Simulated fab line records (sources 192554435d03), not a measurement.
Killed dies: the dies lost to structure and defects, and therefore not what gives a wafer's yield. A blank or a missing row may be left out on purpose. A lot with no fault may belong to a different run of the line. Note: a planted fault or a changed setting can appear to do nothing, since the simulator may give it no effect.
Which tool was responsible?    flow n5Finfet    Sampling: 9 lots, 27 wafers, 5 of 1938 route steps

WHAT EACH GAUGE READ, for each wafer
N5_BEOL_M4_RC_MEAS_101. Usual: DIBL_N 36.2 mV/V, standard deviation 1.6; DIBL_P 36.1 mV/V, standard deviation 2; IOFF_N 0.16 nA/um, standard deviation 0.032; IOFF_P 0.22 nA/um, standard deviation 0.036; ION_N 672 uA/um, standard deviation 11; ION_P 463 uA/um, standard deviation 7.5; SS_N 71.4 mV/dec, standard deviation 0.58; SS_P 73.2 mV/dec, standard deviation 0.67; VT_N 250 mV, standard deviation 3.3; VT_P -250 mV, standard deviation 3.3.
lot   measured      on         DIBL_N (mV/V)   DIBL_P (mV/V)   IOFF_N (nA/um)  IOFF_P (nA/um)  ION_N (uA/um)  ION_P (uA/um)  SS_N (mV/dec)   SS_P (mV/dec)   VT_N (mV)    VT_P (mV)       flag
L363  day 8 04:59   prober-02  36.6 37.2 34.5  37.3 38.7 35.6  0.13 0.17 0.12  0.17 0.19 0.15  652 679 660    446 456 444    71.1 72.3 70.7  72.5 74.0 72.3  254 247 255  -257 -251 -256  
L364  day 8 07:29   prober-01  35.8 33.8 35.6  35.9 32.6 34.7  0.15 0.11 0.15  0.24 0.19 0.22  678 659 672    477 464 470    71.1 70.3 71.3  73.3 72.6 72.8  249 253 248  -246 -251 -247  
L367  day 9 05:44   prober-01  38.3 35.9 36.2  35.2 32.5 33.4  0.17 0.13 0.13  0.21 0.18 0.19  679 662 671    465 458 460    71.6 71.3 71.5  73.2 71.8 72.3  248 248 251  -249 -251 -250  
L376  day 11 13:42  prober-02  37.5 37.5       39.2 39.3       0.22 0.20       0.26 0.25       679 689        462 471        71.8 71.6       74.1 74.0       243 245      -250 -250       
L377  day 12 14:43  prober-01  34.1 35.1 34.9  34.8 36.3 35.6  0.13 0.14 0.13  0.16 0.18 0.17  668 667 655    455 458 444    71.1 70.8 70.9  72.4 72.5 73.1  252 252 254  -256 -256 -255  
L381  day 12 22:08  prober-02  34.9 32.7 37.0  35.6 32.1 37.2  0.14 0.12 0.19  0.23 0.18 0.27  668 677 681    463 467 472    71.3 70.6 71.7  73.1 72.5 73.3  253 251 245  -246 -248 -244  
L382  day 14 05:20  prober-02  35.7 35.1 36.1  34.4 34.1 35.5  0.15 0.15 0.16  0.18 0.17 0.19  675 665 679    458 449 455    71.3 71.9 71.9  73.4 73.3 73.0  250 252 249  -255 -251 -251  
L385  day 14 11:01  prober-02  33.9 35.4 34.7  34.4 37.0 36.1  0.12 0.14 0.13  0.17 0.20 0.19  661 679 669    464 466 466    70.6 70.3 70.5  71.7 72.9 72.2  254 253 254  -253 -249 -252  
L386  day 15 03:51  prober-02  38.7 36.5 34.7  39.5 37.2 35.7  0.20 0.16 0.13  0.25 0.22 0.20  694 679 661    469 470 465    72.4 72.2 71.4  73.6 73.4 72.2  244 250 252  -246 -247 -252  

WHAT TOOL EACH LOT RAN ON (gives the tool, then ch and the chambers of the sampled wafers, and finally the start)
lot   N5_GATE_CUT_CUT_ETCH_53           N5_GATE_CUT_CMP_61            N5_MOL_CONTACT_COAG_ETCH_106       N5_MOL_CONTACT_COAG_STRIP_98
L363  rieMetal-01 ch 0,1, day 4 12:33   cmp-03 ch 0,1, day 4 15:19    rieDiel-06 ch 0,3, day 4 16:13     rieDiel-06 ch 0,3, day 4 16:28
L364  rieMetal-03 ch 0,1, day 4 19:17   cmp-03 ch 0,1,2, day 4 22:19  rieDiel-06 ch 0,1, day 4 23:07     rieDiel-06 ch 0,1, day 4 23:21
L367  rieMetal-01 ch 0,1, day 5 15:17   cmp-02 ch 2,3, day 5 19:30    rieDiel-06 ch 1,2, day 5 20:58     rieDiel-06 ch 1,2, day 5 21:12
L376  rieMetal-01 ch 0,1, day 8 01:48   cmp-04 ch 1,2, day 8 04:37    rieDiel-06 ch 0,1,2, day 8 05:30   rieDiel-06 ch 0,1,2, day 8 05:45
L377  rieMetal-01 ch 0,1, day 8 03:50   cmp-02 ch 1,2,3, day 8 06:36  rieDiel-06 ch 0,3, day 8 07:28     rieDiel-06 ch 0,3, day 8 07:43
L381  rieMetal-03 ch 1, day 9 06:47     cmp-02 ch 0,2,3, day 9 09:47  rieDiel-02 ch 1,2,3, day 9 10:39   rieDiel-02 ch 1,2,3, day 9 10:54
L382  rieMetal-01 ch 0,1, day 9 10:35   cmp-02 ch 0,1, day 9 13:23    rieDiel-02 ch 0,1, day 9 14:18     rieDiel-02 ch 0,1, day 9 14:32
L385  rieMetal-01 ch 1, day 10 04:29    cmp-02 ch 0,2, day 10 07:52   rieDiel-02 ch 0,2,3, day 10 08:37  rieDiel-02 ch 0,2,3, day 10 08:51
L386  rieMetal-02 ch 0,1, day 10 09:42  cmp-03 ch 2,3, day 10 12:45   rieDiel-01 ch 2,3, day 10 13:37    rieDiel-01 ch 2,3, day 10 13:51
- N5_GATE_CUT_CUT_ETCH_53: etches W in SF6/Cl2, target depth 79.2 nm.
- N5_GATE_CUT_CMP_61: polishes, stops on SiNx, t overpolish 3 s.
- N5_MOL_CONTACT_COAG_ETCH_106: etches SOC in N2/H2, target depth 80 nm, overetch 16 nm, time 120 s.
- N5_MOL_CONTACT_COAG_STRIP_98: strips in N2/H2.

AS READ BY THE TOOLS THEMSELVES (means over the sampled wafers that have a number; for cases with no such wafer, the mark the record gives instead)
N5_GATE_CUT_CUT_ETCH_53. Usual: drypumpMotorCurrentA 5.8 A, standard deviation 0.41; etchRfOnTimeS 26.2 s, standard deviation 0.33; oesProductAu 0.67 a.u., standard deviation 0.11; rfFwdPowerW 880 W, standard deviation 4.5; throttleValvePct 28.86 %, standard deviation 0.27.
lot   tool         drypumpMotorCurrentA (A)  etchRfOnTimeS (s)  oesProductAu (a.u.)  rfFwdPowerW (W)  throttleValvePct (%)  flag
L363  rieMetal-01  6.0                       26.3               0.60                 883              28.67                 
L364  rieMetal-03  5.9                       26.4               0.59                 882              29.33                 
L367  rieMetal-01  6.0                       26.3               0.59                 884              28.69                 
L376  rieMetal-01  6.0                       26.1               0.58                 882              28.70                 
L377  rieMetal-01  6.0                       26.2               0.58                 883              28.70                 
L381  rieMetal-03  5.7                       26.5               0.85                 876              28.98                 
L382  rieMetal-01  6.0                       26.0               0.58                 881              28.70                 
L385  rieMetal-01  6.3                       26.1               0.60                 887              28.82                 
L386  rieMetal-02  5.6                       25.6               0.67                 879              28.86                 

N5_GATE_CUT_CMP_61. Usual: motorCurrentA 11.6 A, standard deviation 0.98; padLifeWafers 1038, standard deviation 670; platenRpm 27.093 rpm, standard deviation 0.018; slurryFlowMlMin 150.0, standard deviation 0.44.
lot   tool    motorCurrentA (A)  padLifeWafers  platenRpm (rpm)  slurryFlowMlMin  flag
L363  cmp-03  10.5               332            27.086           150.1            
L364  cmp-03  11.8               392            27.086           149.9            
L367  cmp-02  11.9               1812           27.098           149.9            
L376  cmp-04  10.4               1524           27.071           150.0            
L377  cmp-02  11.4               86             27.088           150.1            
L381  cmp-02  11.3               295            27.108           150.1            
L382  cmp-02  11.3               324            27.081           149.8            
L385  cmp-02  11.3               470            27.113           149.9            
L386  cmp-03  13.2               1428           27.090           149.9            

N5_MOL_CONTACT_COAG_ETCH_106. Usual: drypumpMotorCurrentA 5.6 A, standard deviation 0.51; oesProductAu 0.73 a.u., standard deviation 0.09; rfFwdPowerW 836.3 W, standard deviation 2.8; rfVppV 523.2 V, standard deviation 2.5; showerheadPlenumPTorr 2.52 Torr, standard deviation 0.086; throttleValvePct 17.79 %, standard deviation 0.23.
lot   tool        drypumpMotorCurrentA (A)  oesProductAu (a.u.)  rfFwdPowerW (W)  rfVppV (V)  showerheadPlenumPTorr (Torr)  throttleValvePct (%)  flag
L363  rieDiel-06  5.5                       0.63                 834.0            520.1       2.44                          18.03                 
L364  rieDiel-06  5.4                       0.67                 836.6            521.6       2.46                          17.95                 
L367  rieDiel-06  5.3                       0.78                 838.9            524.8       2.58                          17.83                 
L376  rieDiel-06  5.3                       0.76                 632.9            575.8       2.62                          17.76                 OFF
L377  rieDiel-06  5.4                       0.83                 634.1            574.7       2.57                          17.52                 OFF
L381  rieDiel-02  5.8                       0.69                 837.8            522.4       2.51                          17.80                 
L382  rieDiel-02  5.5                       0.62                 834.1            519.5       2.39                          17.92                 
L385  rieDiel-02  5.9                       0.69                 837.2            523.1       2.52                          17.87                 
L386  rieDiel-01  5.8                       0.81                 838.1            522.1       2.49                          17.62                 

N5_MOL_CONTACT_COAG_STRIP_98. Usual: biasPowerW 8.003 W, standard deviation 0.022; drypumpMotorCurrentA 5.6 A, standard deviation 0.51; oesProductAu 0.81 a.u., standard deviation 0.11; rfVppV 53.9 V, standard deviation 1.6; showerheadPlenumPTorr 3.32 Torr, standard deviation 0.11; throttleValvePct 18.90 %, standard deviation 0.27.
lot   tool        biasPowerW (W)  drypumpMotorCurrentA (A)  oesProductAu (a.u.)  rfVppV (V)  showerheadPlenumPTorr (Torr)  throttleValvePct (%)  flag
L363  rieDiel-06  8.027           5.5                       0.70                 55.5        3.23                          19.27                 
L364  rieDiel-06  8.012           5.4                       0.75                 54.5        3.26                          19.17                 
L367  rieDiel-06  8.004           5.3                       0.86                 54.0        3.41                          18.74                 
L376  rieDiel-06  7.994           5.4                       0.88                 54.6        3.46                          18.85                 
L377  rieDiel-06  8.002           5.4                       0.95                 54.3        3.40                          18.73                 
L381  rieDiel-02  8.020           5.8                       0.76                 54.8        3.32                          18.94                 
L382  rieDiel-02  8.006           5.5                       0.69                 53.9        3.17                          19.05                 
L385  rieDiel-02  8.014           5.8                       0.77                 54.5        3.33                          19.11                 
L386  rieDiel-01  7.996           5.8                       0.91                 54.7        3.29                          18.70                 

THE ANSWER, worked out from the rows above alone
Rule: a lot counts as off when the mean over its wafers that have a number is more than 3 standard deviations away from the usual mean. Also off: a lot with no number at a reading for which 4 or more lots have one. All remaining lots with rows at the step are treated as sound. Order of review: gauges by route order, followed by the tools' own readings, for which a lot's mean as printed above is used. At the first step where some lot is off, the reading lying furthest off is the one used; lots without a number count as furthest.
Off at N5_MOL_CONTACT_COAG_ETCH_106 (rfFwdPowerW): L376, L377.
A tool fits if, at that step or a process step before it, it ran every lot that is off, and no sound lot after the first of them. One fits: N5_MOL_CONTACT_COAG_ETCH_106 on rieDiel-06. Its last sound lot is L367 (day 5 20:58), its first lot that is off L376 (day 8 05:30): a fault that began between those two fits.
The tool's own readings at N5_MOL_CONTACT_COAG_ETCH_106 bear it out: on the lots that are off they differ by more than 5 times the standard deviation of the sound lots' means. rfFwdPowerW reads 633.5 W there against 836.7 W on the sound lots; rfVppV reads 575.2 V there against 521.9 V on the sound lots.

WHAT THE SIMULATOR HAD PUT IN
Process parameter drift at N5_MOL_CONTACT_COAG_ETCH_106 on rieDiel-06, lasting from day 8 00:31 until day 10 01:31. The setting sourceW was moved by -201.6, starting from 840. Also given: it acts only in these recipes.
Struck lots among those shown: L376, L377. The rule above found the same.
